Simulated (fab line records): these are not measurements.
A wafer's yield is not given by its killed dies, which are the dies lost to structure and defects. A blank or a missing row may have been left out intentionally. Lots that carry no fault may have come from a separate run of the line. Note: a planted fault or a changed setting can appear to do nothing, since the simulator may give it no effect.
Struck lot and sound lot, side by side / flow n5 finfet / 15 out of 1938 route steps
Sound: wafers L183.2, L183.3, L183.4. Wafers struck: L193.1, L193.4, L193.6. At the end, the cause is stated.
Each step with rows lists, per side, the tool, then ch with its chambers, then its first start. Under that, the readings that differ: sound wafers / struck wafers / difference of the means / sigmas: that difference in standard deviations of wafers without a fault.
alike: words and numbers the same on both sides, and readings whose means are apart by under 2 such deviations; not compared: readings that were withheld, readings missing a value for some wafer, numbers with overlapping values and no deviation given by the record, and bounds like >300 which may hide the same value.
A row with sigmas, a row that says differs or no value, or rows on one side alone: a step with any of these is where the two part. Non-overlapping numbers with no deviation appear without sigmas and do not part them. A reading that every wafer of one side lacks parts them only if that side has two wafers or more.

first, 1 step without rows for these wafers: N5_BEOL_M13_HARDBAKE_14 (time 120 s).
N5_BEOL_M13_CD_MEAS_10: target cd 190 nm.
  sound on cd sem-02 ch 0, day 11 11:40; struck on cd sem-01 ch 0, day 13 21:56
  alike: cd nm
N5_BEOL_M13_OVL_MEAS_11:
  sound on overlay-02 ch 0, day 11 11:42; struck on overlay-02 ch 0, day 13 21:58
  alike: V12_OVL
N5_BEOL_M13_INSPECT_12: inspects for defects (macro).
  struck on defect inspect-01, day 13 22:00; sound on defect inspect-01, day 11 11:44
  alike: raw defect count
N5_BEOL_M13_DESCUM_15: chemistry O2, time 7.9 s.
  sound on rie diel-03 ch 0,2,3, day 11 11:52; struck on rie diel-03 ch 2,3, day 13 22:02
  alike: drypump motor current A, oes product au, rf vpp V, showerhead plenum p Torr, throttle valve pct
  not compared: rf hours counter h
N5_BEOL_M13_ETCH_59: etches BARC in N2/H2, target depth 89 nm, overetch 26.7 nm, time 67.9 s.
  sound on rie diel-03 ch 0,2,3, day 11 11:54; struck on rie diel-03 ch 2,3, day 13 22:04
  alike: bias w, drypump motor current A, oes product au, rf vpp V, showerhead plenum p Torr, throttle valve pct
  not compared: rf hours counter h
N5_BEOL_M13_VIA_ETCH_16: etches SiOC in C4F8/O2/Ar, target depth 921.7 nm.
  sound on rie diel-03 ch 0,2,3, day 11 11:57; struck on rie diel-03 ch 2,3, day 13 22:07
  alike: bias w, drypump motor current A, oes product au, rf vpp V, showerhead plenum p Torr, throttle valve pct
N5_BEOL_M13_STRIP_63: strips in N2/H2.
  sound on plasma asher-01 ch 0,1, day 11 12:11; struck on plasma asher-01 ch 0,1, day 13 22:21
  alike: drypump motor current A, heater power w, oes product au, strip time to endpoint s
  not compared: rf hours counter h
N5_BEOL_M13_STRIP_64: strips in N2/H2.
  sound on plasma asher-01 ch 0,1, day 11 12:14; struck on plasma asher-01 ch 0,1, day 13 22:25
  alike: drypump motor current A, heater power w, oes product au, strip time to endpoint s
  not compared: rf hours counter h
then, 2 steps without rows for these wafers: N5_BEOL_M13_STRIP_71 (strips in post etch residue remover, time 60 s); N5_BEOL_M13_SRD_72 (time 30 s, dry time 30 s).
N5_BEOL_M13_CD_MEAS_17: target cd 190 nm.
  struck on cd sem-01, day 13 22:34; sound on cd sem-02, day 11 12:23
  alike: cd nm
N5_BEOL_M13_COAT_65: time 60 s, resist thk 350 nm.
  sound on litho track-02 ch 0, day 11 12:26; struck on litho track-05 ch 0, day 13 22:36
reading=heater power total W (W); sound=503.1 500.5 500.1; struck=511.1 510.8 511.5; difference=+9.9; sigmas=+5
reading=plate temp C (C); sound=249.81 249.37 249.78; struck=253.96 254.06 254.05; difference=+4.37; sigmas=+24
then, 1 step without rows for these wafers: N5_BEOL_M13_COAT_66 (time 60 s, resist thk 110 nm).
N5_PASSIVATION_PROBE_49:
  rows exist in the record for the sound wafers here (prober-02, day 13 01:56), none for the struck ones

## WHERE THEY PART
Earliest at N5_BEOL_M13_COAT_65; latest, in this record, at N5_PASSIVATION_PROBE_49.

WHY: whatever the simulator had introduced
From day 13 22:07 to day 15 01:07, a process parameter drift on litho track-05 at N5_BEOL_M13_COAT_65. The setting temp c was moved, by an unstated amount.
